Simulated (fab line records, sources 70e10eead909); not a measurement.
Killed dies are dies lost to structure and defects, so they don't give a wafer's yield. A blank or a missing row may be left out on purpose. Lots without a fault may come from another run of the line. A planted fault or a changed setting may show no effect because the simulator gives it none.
Problem report in the 8D (eight disciplines) form, filled by code | flow nand_harc | the parts of the form that need people (team, actions taken, sign-off) are left out

1. THE PROBLEM
raw_defect_count at NHARC_A_ZERO_WELL_INSPECT_17 reads a mean of 1268 on 6 wafers of 2 lots; wafers without a fault read 11 with a standard deviation of 6.1. That is +99 or more standard deviations from the usual mean.
First seen on wafer L322.2, day 10 10:51, on defect_inspect-01. The record holds 36 wafers of 12 lots with a number at this step. Rule for "out", or "out of limits": more than 4 standard deviations from the usual mean. The other wafers with a number count as sound.

2. WHAT IT IS AND WHAT IT IS NOT
question                    | is                                   | is not
which readings at this step | raw_defect_count                     | -
which lots                  | L320, L322                           | L309, L310, L311, L312, L313, L323, L324, L325, L327, L329
which wafers of those lots  | all that have a number               | -
read on which gauges        | defect_inspect-01, defect_inspect-02 | -
when                        | from day 10 10:51                    | up to then (15 sound wafers); but 15 sound wafers of L323, L324, L325, L327, L329 came after

3. SUSPECTS, AND WHAT RULES EACH OUT
Counting: a tool at a process step up to the reading stays a suspect if it ran every lot that is out and no sound lot after the first of them.
- the gauge at NHARC_A_ZERO_WELL_INSPECT_17: ruled out. The wafers that are out were read on 2 gauges (defect_inspect-01, defect_inspect-02).
- pvd_sputter-03 at NHARC_P_BONDPAD_PRE_CLEAN_26 (time 30 s): kept. It ran every lot that is out, first L322 (day 10 08:32), and no sound lot after that; its last sound lot up to then is L313 (day 8 14:37). NHARC_P_BONDPAD_PRE_CLEAN_26 gives no start for some lots, so the hours and the order of its lots are those of NHARC_A_START_INSPECT_01.
- rie_si-06 at NHARC_A_ZERO_WELL_ETCH_13 (etches the open film in HBr/Cl2, target depth 120 nm, time 40.1 s): kept. It ran every lot that is out, first L322 (day 10 09:44), and no sound lot after that; its last sound lot up to then is L312 (day 8 02:03).
Left after counting: pvd_sputter-03 at NHARC_P_BONDPAD_PRE_CLEAN_26, rie_si-06 at NHARC_A_ZERO_WELL_ETCH_13.

4. THE CAUSE (what the simulator had put in)
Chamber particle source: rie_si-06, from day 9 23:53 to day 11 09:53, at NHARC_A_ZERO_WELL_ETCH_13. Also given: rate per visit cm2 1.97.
Counting left 2 suspects, and this tool is among them.

5. THE CHAIN OF EFFECTS, in route order
Each row: a reading whose mean over the struck wafers that have a number lies more than 3 standard deviations from the usual. Only readings for which the record gives a usual standard deviation are gone through. hours: the time from each lot's start at the first step in this table that gives one to its start at this step, as a median over the lots. sigmas: the change in usual standard deviations.
hours | step                         | reading          | usual | on struck wafers | change | sigmas
0     | NHARC_A_ZERO_WELL_INSPECT_17 | raw_defect_count | 11    | 1268             | +1257  | +99 or more
311   | NHARC_END_SORT_01            | killed_at_array  | 28    | 89               | +61    | +5.6
311   | NHARC_END_SORT_01            | killed_dies      | 31    | 93               | +62    | +5.6

6. WHAT WOULD HAVE CAUGHT IT SOONER
In this record the first reading out of limits at a measuring or inspecting step was taken at day 10 10:51, 11 hours after the fault began at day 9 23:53.
Of the tool readings at NHARC_A_ZERO_WELL_ETCH_13 for which the record gives a usual standard deviation, none was out on any struck wafer, so an alarm limit of 4 standard deviations on them would not have fired.
All the lots that are out (2) had begun NHARC_A_ZERO_WELL_ETCH_13 on rie_si-06 by day 10 10:51. A hold on the tool at that time would have spared none of them.
